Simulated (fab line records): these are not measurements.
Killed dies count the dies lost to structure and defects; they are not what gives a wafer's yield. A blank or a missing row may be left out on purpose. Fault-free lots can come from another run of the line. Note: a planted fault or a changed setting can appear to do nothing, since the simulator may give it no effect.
A struck lot beside a sound one | flow n5-finfet | 40 out of 1938 route steps
Sound: wafers L349.2, L349.5, L349.6. Struck: wafer L347.4 (left out: L347.3, L347.5 of the same lot, which were not struck); the cause appears at the end.
Each step with rows lists, per side, the tool, then ch with its chambers, then its first start. Under that, the readings that differ: sound wafers | struck wafers | difference of the means | sigmas: that difference in standard deviations of wafers without a fault.
alike: readings with means less than 2 such deviations apart, plus words and numbers identical on both sides. not compared: withheld readings, readings lacking a value on some wafer, bounds such as >300 that could conceal the same value, and numbers that have no deviation in the record and whose values overlap.
A row with sigmas, a row that says differs or no value, or rows on one side alone: a step with any of these is where the two part. When numbers do not overlap yet have no deviation, they are printed without sigmas and do not part them. Lack of a reading on every wafer of one side parts them only where that side has two or more wafers.

first, 11 steps without rows for these wafers: N5_BEOL_M0_SAQP_DESCUM_19 (chemistry O2, time 7.9 s); N5_BEOL_M0_SAQP_ETCH_83 (etches SiARC in CF4, target depth 39 nm, time 65 s); N5_BEOL_M0_SAQP_ETCH_84 (etches SOC in N2/H2, target depth 100 nm, overetch 20 nm, time 150 s); N5_BEOL_M0_SAQP_STRIP_80 (strips in N2/H2); N5_BEOL_M0_SAQP_HM_OPEN_112 (chemistry CHF3/O2, target SiO2, stops on a-Si, target depth 12 nm, time 13.5 s); N5_BEOL_M0_SAQP_STRIP_113 (strips in CHF3/O2); N5_BEOL_M0_SAQP_MANDREL_ETCH_20 (etches a-Si in HBr/Cl2, stops on SiNx, target depth 60 nm, bt time 10 s, time 30 s); N5_BEOL_M0_SAQP_STRIP_86 (strips in N2/H2); N5_BEOL_M0_SAQP_STRIP_115 (strips in post etch residue remover, time 60 s); N5_BEOL_M0_SAQP_SRD_93 (time 30 s); N5_BEOL_M0_SAQP_RECESS_114 (chemistry HF/NH3, target SiO2, target depth 14.4 nm, afs cycles 3, sublimation time 60 s).
N5_BEOL_M0_SAQP_SPACER1_ALD_98: deposits SiO2, target thk 12.8 nm, pulse time 1 s, purge time 2 s.
  sound on ald-sin-02 ch 1,2, day 11 02:50; struck on ald-sin-04 ch 0, day 10 12:30
  alike: heater-power-w, precursor-pulse-height-rel
then, 23 steps without rows for these wafers: N5_BEOL_M0_SAQP_SPACER1_ETCHBACK_99 (etches SiO2 in CHF3/O2, target depth 15.4 nm, time 7.7 s); N5_BEOL_M0_SAQP_MANDREL1_REMOVE_100 (chemistry HBr/Cl2/O2, target a-Si, stops on SiNx, bt time 10 s); N5_BEOL_M0_SAQP_ETCH_101 (etches SiNx in CH3F/O2, target depth 29.9 nm, time 42.7 s); N5_BEOL_M0_SAQP_ETCH_102 (etches SiO2 in CF4, target depth 4 nm, time 4.4 s); N5_BEOL_M0_SAQP_MANDREL_ETCH_103 (etches a-Si in HBr/Cl2, stops on SiCN, target depth 45 nm, bt time 10 s, time 27 s); N5_BEOL_M0_SAQP_RECESS_104 (chemistry HF/NH3, target SiO2, target depth 18 nm, afs cycles 3, sublimation time 60 s); N5_BEOL_M0_SAQP_COAT_105 (time 60 s, resist thk 100 nm); N5_BEOL_M0_SAQP_ETCH_106 (etches SOC in N2/H2, stops on SiNx, target depth 150 nm); N5_BEOL_M0_SAQP_ETCH_107 (etches SiNx in CH3F/O2, target depth 30 nm); N5_BEOL_M0_SAQP_STRIP_108 (strips in N2/H2); N5_BEOL_M0_SAQP_RECESS_109 (chemistry HF/NH3, target SiO2, target depth 3 nm, afs cycles 1, sublimation time 60 s); N5_BEOL_M0_SAQP_SPACER2_ALD_26 (deposits SiO2, target thk 15 nm, pulse time 1 s, purge time 2 s); N5_BEOL_M0_SAQP_SPACER2_ETCHBACK_27 (etches SiO2 in CHF3/O2, target depth 22.5 nm, time 11.25 s); N5_BEOL_M0_SAQP_MANDREL2_REMOVE_110 (chemistry HBr/Cl2/O2, target a-Si, stops on SiCN, bt time 10 s); N5_BEOL_M0_SAQP_COAT_69 (time 60 s, resist thk 90 nm); N5_BEOL_M0_SAQP_COAT_72 (time 60 s, resist thk 15 nm); N5_BEOL_M0_SAQP_COAT_87 (time 60 s, resist thk 5 nm); N5_BEOL_M0_SAQP_COAT_34 (resist thk 30 nm); N5_BEOL_M0_SAQP_EBR_36; N5_BEOL_M0_SAQP_SOFTBAKE_35 (time 60 s); N5_BEOL_M0_SAQP_EXPOSE_37 (exposes mask M0 CUT1, target cd 30 nm); N5_BEOL_M0_SAQP_PEB_38 (peb time 60 s); N5_BEOL_M0_SAQP_DEVELOP_39 (develop time 30 s).
N5_BEOL_M0_SAQP_INSPECT_42: inspects for defects (brightfield).
  struck on defect-inspect-01, day 10 16:44; sound on defect-inspect-02, day 11 06:14
  reading          | sound       | struck | difference | sigmas
  raw-defect-count | 269 226 344 | 593    | +313       | +4
then, 1 step without rows for these wafers: N5_BEOL_M0_SAQP_DESCUM_45 (chemistry O2, time 7 s).
N5_BEOL_M0_CUTY_INSPECT_59: inspects for defects (macro).
  struck on defect-inspect-02, day 10 18:52; sound on defect-inspect-01, day 11 07:59
  reading          | sound | struck | difference | sigmas
  raw-defect-count | 1 2 2 | 247    | +245       | +99 or more
-- here the record skips 2 days between the struck wafers' starts before and after, leaving off in module BEOL_M0_CUTY and picking up in module BEOL_M4 (first step shown: number 1111 of the route) --
N5_BEOL_M4_RC_MEAS_101:
  sound on prober-02 ch 0, day 13 07:20; struck on prober-02 ch 0, day 12 23:04
  alike: DIBL_N, DIBL_P, IOFF_N, IOFF_P, ION_N, ION_P, SS_N, SS_P, VT_N, VT_P
-- here the record skips 4 days between the struck wafers' starts before and after, leaving off in module BEOL_M4 and picking up in module PASSIVATION (first step shown: number 1936 of the route) --
N5_PASSIVATION_PROBE_49:
  rows exist in the record for the struck wafers here (prober-01, day 17 06:10), but not for the sound ones

WHERE THEY PART
At N5_BEOL_M0_SAQP_INSPECT_42 first; at N5_PASSIVATION_PROBE_49 last (within this record only).

WHY: the cause the simulator had injected
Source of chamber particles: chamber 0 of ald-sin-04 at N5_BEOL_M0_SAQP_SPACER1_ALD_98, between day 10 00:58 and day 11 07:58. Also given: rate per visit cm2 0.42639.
